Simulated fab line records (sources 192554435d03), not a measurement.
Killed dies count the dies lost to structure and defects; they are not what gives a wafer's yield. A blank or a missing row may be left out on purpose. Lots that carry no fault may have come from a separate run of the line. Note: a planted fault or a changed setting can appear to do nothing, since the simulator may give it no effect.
Lot-split experiment    flow n5-finfet    route with 1938 steps; 7 lots, 21 wafers read

THE SPLIT ITSELF
At N5_BEOL_M9_COAT_22 (resist thk 30 nm), the setting spin-rpm was moved away from the recipe's 1500 rpm on 5 of the 21 wafers read, by -7.7% to +7.3%. This setting was run at the recipe's value on the other wafers.

FROM THE SPLIT TO THE READING: what the file shows between them, 4 steps
- N5_BEOL_M9_EBR_24
- N5_BEOL_M9_SOFTBAKE_23: time 60 s
- N5_BEOL_M9_DESCUM_33: chemistry O2, time 7 s
- N5_BEOL_M9_ETCH_76: etches underlayer in N2/H2, target depth 6.5 nm, time 5.2 s

THE READING
CAR-EUV_of_BEOL_M9_COAT_22.thk-nm (the simulator's own value, which no gauge read), in nm, at N5_BEOL_M9_ETCH_65 (etches SiARC in CF4, target depth 15.6 nm, time 26 s). The file does not state a usual value for it. Here, 16 wafers ran the recipe; their average is 11.2 nm with a standard deviation of 0.15 nm.

wafer   tool, chamber at the split  spin-rpm as run, rpm  against the recipe  CAR-EUV_of_BEOL_M9_COAT_22.thk-nm, nm  against lot-mates on the recipe
L076.1  litho-track-04, 0           1500                  recipe              11.2                                   -
L076.4  litho-track-04, 0           1500                  recipe              11                                     -
L076.5  litho-track-04, 0           1500                  recipe              11.4                                   -
L084.1  litho-track-03, 0           1609                  +7.3%               10                                     -1.3
L084.4  litho-track-03, 0           1500                  recipe              11.2                                   -
L084.5  litho-track-03, 0           1500                  recipe              11.4                                   -
L085.1  litho-track-04, 0           1500                  recipe              11                                     -
L085.5  litho-track-04, 0           1500                  recipe              11                                     -
L085.3  litho-track-04, 0           1500                  recipe              11.2                                   -
L086.2  litho-track-01, 0           1389                  -7.4%               12.2                                   +1.1
L086.4  litho-track-01, 0           1500                  recipe              11                                     -
L086.5  litho-track-01, 0           1500                  recipe              11.2                                   -
L088.1  litho-track-03, 0           1500                  recipe              11.4                                   -
L088.4  litho-track-03, 0           1500                  recipe              11.4                                   -
L088.6  litho-track-03, 0           1500                  recipe              11.2                                   -
L089.2  litho-track-03, 0           1500                  recipe              11.2                                   -
L089.3  litho-track-03, 0           1500                  recipe              11.2                                   -
L089.6  litho-track-03, 0           1500                  recipe              11.4                                   -
L091.1  litho-track-03, 0           1384                  -7.7%               12.4                                   no lot-mate on the recipe
L091.6  litho-track-03, 0           1384                  -7.7%               12.4                                   no lot-mate on the recipe
L091.4  litho-track-03, 0           1384                  -7.7%               12.6                                   no lot-mate on the recipe

THE FIT
A straight line over all 21 wafers: CAR-EUV_of_BEOL_M9_COAT_22.thk-nm changes by -0.158 nm for each +1% of spin-rpm; r = -0.97; the points scatter about the line by 0.15 nm.
The same after taking each lot's own level away (the mean of its wafers on the recipe; 18 wafers): -0.164 nm for each +1%; r = -0.96; scatter 0.12 nm.
Per that fit: largest spin-rpm move, reading shift of 1.3 nm.
The lots' own levels span 11.07 to 11.33 nm, that is 1.8 times the standard deviation above.
So the lot-to-lot level changes the slope little: the two slopes agree.
Check: +1.32 nm against its lot-mates is what the line predicts for one of the wafers moved furthest among these (-7.4%) when that wafer is left out of the fit. Against them it came out at +1.1 nm.

THESE WAFERS: OTHER SPLITS
Other splits were also applied to these wafers ahead of the reading. Each is held against what the fit with the lots' levels taken away leaves over:
other split on the same wafers      wafers away from the commonest value  r with CAR-EUV_of_BEOL_M9_COAT_22.thk-nm (lot level and that fit taken away)
N5_BEOL_M8_ILD_DEP_00 time-s        8                                     +0.05
N5_BEOL_M8_EXPOSE_08 dose-mj        4                                     +0.39
N5_BEOL_M8_STRIP_19 pressure-mtorr  12                                    +0.06
N5_BEOL_M8_EXPOSE_25 dose-mj        7                                     +0.31

THE WHOLE CHAIN: every reading that the file lists as answering this split, in the file's order
step                what it does                                          reading                                                                             change (the file's fit)                r (the file's)
N5_BEOL_M9_COAT_22  resist thk 30 nm                                      CAR-EUV_of_BEOL_M9_COAT_22.thk-nm (the simulator's own value, which no gauge read)  -0.15 nm for each +1% of the setting   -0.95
N5_BEOL_M9_ETCH_65  etches SiARC in CF4, target depth 15.6 nm, time 26 s  CAR-EUV_of_BEOL_M9_COAT_22.thk-nm (the simulator's own value, which no gauge read)  -0.163 nm for each +1% of the setting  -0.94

THE FILE'S OWN FIT
CAR-EUV_of_BEOL_M9_COAT_22.thk-nm changes by -0.163 nm for each +1% of spin-rpm, r = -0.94.
